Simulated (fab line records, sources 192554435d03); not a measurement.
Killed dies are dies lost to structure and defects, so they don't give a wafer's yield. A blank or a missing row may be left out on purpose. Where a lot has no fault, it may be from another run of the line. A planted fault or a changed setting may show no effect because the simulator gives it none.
Which tool did it? :: flow n5 finfet :: 33 wafers from 11 lots sampled at 3 of the route's 1938 steps

== WHAT THE GAUGES READ, wafer by wafer ==
N5_WELL_APT_INSPECT_27: inspects for defects (macro). Usual: raw defect count reads 1.9 (standard deviation 1.4).
lot: L217
measured: day 1 21:02
on: defect inspect-01
raw defect count: 1 3 3
flag: 

lot: L218
measured: day 2 03:05
on: defect inspect-02
raw defect count: 4 0 3
flag: 

lot: L221
measured: day 2 21:52
on: defect inspect-02
raw defect count: 5 2 5
flag: 

lot: L222
measured: day 3 02:49
on: defect inspect-02
raw defect count: 2 2 0
flag: 

lot: L225
measured: day 3 22:16
on: defect inspect-02
raw defect count: 7 1 0
flag: 

lot: L226
measured: day 4 02:53
on: defect inspect-01
raw defect count: 4 1 4
flag: 

lot: L227
measured: day 4 09:08
on: defect inspect-01
raw defect count: 2 1 2
flag: 

lot: L228
measured: day 4 15:07
on: defect inspect-02
raw defect count: 2 2 1
flag: 

lot: L232
measured: day 5 14:59
on: defect inspect-01
raw defect count: 1 4 2
flag: 

lot: L237
measured: day 6 22:07
on: defect inspect-01
raw defect count: 1 1 4
flag: 

lot: L238
measured: day 7 02:47
on: defect inspect-01
raw defect count: 1 0 1
flag: 

== WHICH TOOL RAN EACH LOT (tool, then ch and the chambers of the sampled wafers, then the start) ==
lot: L217
N5_ZERO_LAYER_DESCUM_16: rie diel-06 ch 1,2, day 1 18:49
N5_WELL_APT_COAT_02: litho track-01 ch 0, day 1 19:26

lot: L218
N5_ZERO_LAYER_DESCUM_16: rie diel-01 ch 1,2, day 2 00:51
N5_WELL_APT_COAT_02: litho track-04 ch 0, day 2 01:29

lot: L221
N5_ZERO_LAYER_DESCUM_16: rie diel-03 ch 1,2,3, day 2 19:38
N5_WELL_APT_COAT_02: litho track-04 ch 0, day 2 20:16

lot: L222
N5_ZERO_LAYER_DESCUM_16: rie diel-06 ch 0,2,3, day 3 00:42
N5_WELL_APT_COAT_02: litho track-04 ch 0, day 3 01:20

lot: L225
N5_ZERO_LAYER_DESCUM_16: rie diel-06 ch 1,2,3, day 3 18:57
N5_WELL_APT_COAT_02: litho track-03 ch 0, day 3 19:34

lot: L226
N5_ZERO_LAYER_DESCUM_16: rie diel-01 ch 0,2,3, day 4 00:49
N5_WELL_APT_COAT_02: litho track-04 ch 0, day 4 01:26

lot: L227
N5_ZERO_LAYER_DESCUM_16: rie diel-01 ch 2,3, day 4 06:48
N5_WELL_APT_COAT_02: litho track-01 ch 0, day 4 07:25

lot: L228
N5_ZERO_LAYER_DESCUM_16: rie diel-03 ch 1,2,3, day 4 12:41
N5_WELL_APT_COAT_02: litho track-01 ch 0, day 4 13:32

lot: L232
N5_ZERO_LAYER_DESCUM_16: rie diel-03 ch 0,1,3, day 5 12:48
N5_WELL_APT_COAT_02: litho track-03 ch 0, day 5 13:25

lot: L237
N5_ZERO_LAYER_DESCUM_16: rie diel-01 ch 1,2, day 6 20:02
N5_WELL_APT_COAT_02: litho track-04 ch 0, day 6 20:38

lot: L238
N5_ZERO_LAYER_DESCUM_16: rie diel-01 ch 0,1,3, day 7 00:43
N5_WELL_APT_COAT_02: litho track-04 ch 0, day 7 01:20
- N5_ZERO_LAYER_DESCUM_16: chemistry O2, time 7.9 s.
- N5_WELL_APT_COAT_02: resist thk 950 nm.

== AS READ BY THE TOOLS THEMSELVES (means over the sampled wafers that have a number; for cases with no such wafer, the mark the record gives instead) ==
N5_ZERO_LAYER_DESCUM_16. Usual: drypump motor current A 5.8 A, standard deviation 0.44; oes product au 0.76 a.u., standard deviation 0.059; rf vpp V 243.3 V, standard deviation 1.5; showerhead plenum p Torr 2.09 Torr, standard deviation 0.083; temp c 40.00 C, standard deviation 0.11; throttle valve pct 20.5 %, standard deviation 0.32.
lot: L217
tool: rie diel-06
drypump motor current A (A): 6.2
oes product au (a.u.): 0.69
rf vpp V (V): 242.4
showerhead plenum p Torr (Torr): 1.99
temp c (C): 39.97
throttle valve pct (%): 20.6
flag: 

lot: L218
tool: rie diel-01
drypump motor current A (A): 5.4
oes product au (a.u.): 0.75
rf vpp V (V): 244.3
showerhead plenum p Torr (Torr): 2.19
temp c (C): 40.06
throttle valve pct (%): 20.6
flag: 

lot: L221
tool: rie diel-03
drypump motor current A (A): 6.3
oes product au (a.u.): 0.75
rf vpp V (V): 242.6
showerhead plenum p Torr (Torr): 2.05
temp c (C): 40.06
throttle valve pct (%): 20.3
flag: 

lot: L222
tool: rie diel-06
drypump motor current A (A): 6.0
oes product au (a.u.): 0.78
rf vpp V (V): 242.3
showerhead plenum p Torr (Torr): 2.00
temp c (C): 39.91
throttle valve pct (%): 20.3
flag: 

lot: L225
tool: rie diel-06
drypump motor current A (A): 6.0
oes product au (a.u.): 0.84
rf vpp V (V): 242.6
showerhead plenum p Torr (Torr): 2.07
temp c (C): 39.99
throttle valve pct (%): 20.3
flag: 

lot: L226
tool: rie diel-01
drypump motor current A (A): 5.5
oes product au (a.u.): 0.76
rf vpp V (V): 243.4
showerhead plenum p Torr (Torr): 2.13
temp c (C): 39.93
throttle valve pct (%): 20.7
flag: 

lot: L227
tool: rie diel-01
drypump motor current A (A): 5.4
oes product au (a.u.): 0.77
rf vpp V (V): 243.9
showerhead plenum p Torr (Torr): 2.17
temp c (C): 39.94
throttle valve pct (%): 20.7
flag: 

lot: L228
tool: rie diel-03
drypump motor current A (A): 6.3
oes product au (a.u.): 0.74
rf vpp V (V): 243.1
showerhead plenum p Torr (Torr): 2.05
temp c (C): 40.04
throttle valve pct (%): 20.3
flag: 

lot: L232
tool: rie diel-03
drypump motor current A (A): 6.1
oes product au (a.u.): 0.77
rf vpp V (V): 242.4
showerhead plenum p Torr (Torr): 2.07
temp c (C): 40.04
throttle valve pct (%): 20.5
flag: 

lot: L237
tool: rie diel-01
drypump motor current A (A): 5.4
oes product au (a.u.): 0.73
rf vpp V (V): 244.7
showerhead plenum p Torr (Torr): 2.17
temp c (C): 39.97
throttle valve pct (%): 20.7
flag: 

lot: L238
tool: rie diel-01
drypump motor current A (A): 5.5
oes product au (a.u.): 0.74
rf vpp V (V): 244.3
showerhead plenum p Torr (Torr): 2.10
temp c (C): 40.17
throttle valve pct (%): 20.7
flag: 

N5_WELL_APT_COAT_02. Usual: spin speed rpm reads 1357.0 rpm (standard deviation 1).
lot: L217
tool: litho track-01
spin speed rpm (rpm): 1357.2
flag: 

lot: L218
tool: litho track-04
spin speed rpm (rpm): 1355.6
flag: 

lot: L221
tool: litho track-04
spin speed rpm (rpm): 1357.0
flag: 

lot: L222
tool: litho track-04
spin speed rpm (rpm): 1356.3
flag: 

lot: L225
tool: litho track-03
spin speed rpm (rpm): 1355.6
flag: 

lot: L226
tool: litho track-04
spin speed rpm (rpm): 1357.9
flag: 

lot: L227
tool: litho track-01
spin speed rpm (rpm): 1358.2
flag: 

lot: L228
tool: litho track-01
spin speed rpm (rpm): 1356.8
flag: 

lot: L232
tool: litho track-03
spin speed rpm (rpm): 1356.8
flag: 

lot: L237
tool: litho track-04
spin speed rpm (rpm): 1300.8
flag: OFF

lot: L238
tool: litho track-04
spin speed rpm (rpm): 1298.6
flag: OFF

== THE ANSWER, worked out from the rows above alone ==
Rule: lot off if the mean of its wafers having a number is beyond 3 standard deviations from the usual mean. Also off: a lot with no number at a reading for which 4 or more lots have one. Where the step has rows for the other lots, those lots are counted as sound. First the gauges in route order, then the tools' own readings, where a lot's mean is used as printed above. The first step at which some lot is off is used, and at that step the reading that is off furthest; a lot without a number counts as furthest.
Off at N5_WELL_APT_COAT_02 (spin speed rpm): L237, L238.
A tool fits if, at that step or a process step before it, it ran every lot that is off, and no sound lot after the first of them. This does not decide it: 2 tools fit, namely rie diel-01 at N5_ZERO_LAYER_DESCUM_16 and litho track-04 at N5_WELL_APT_COAT_02.

== WHAT THE SIMULATOR HAD PUT IN ==
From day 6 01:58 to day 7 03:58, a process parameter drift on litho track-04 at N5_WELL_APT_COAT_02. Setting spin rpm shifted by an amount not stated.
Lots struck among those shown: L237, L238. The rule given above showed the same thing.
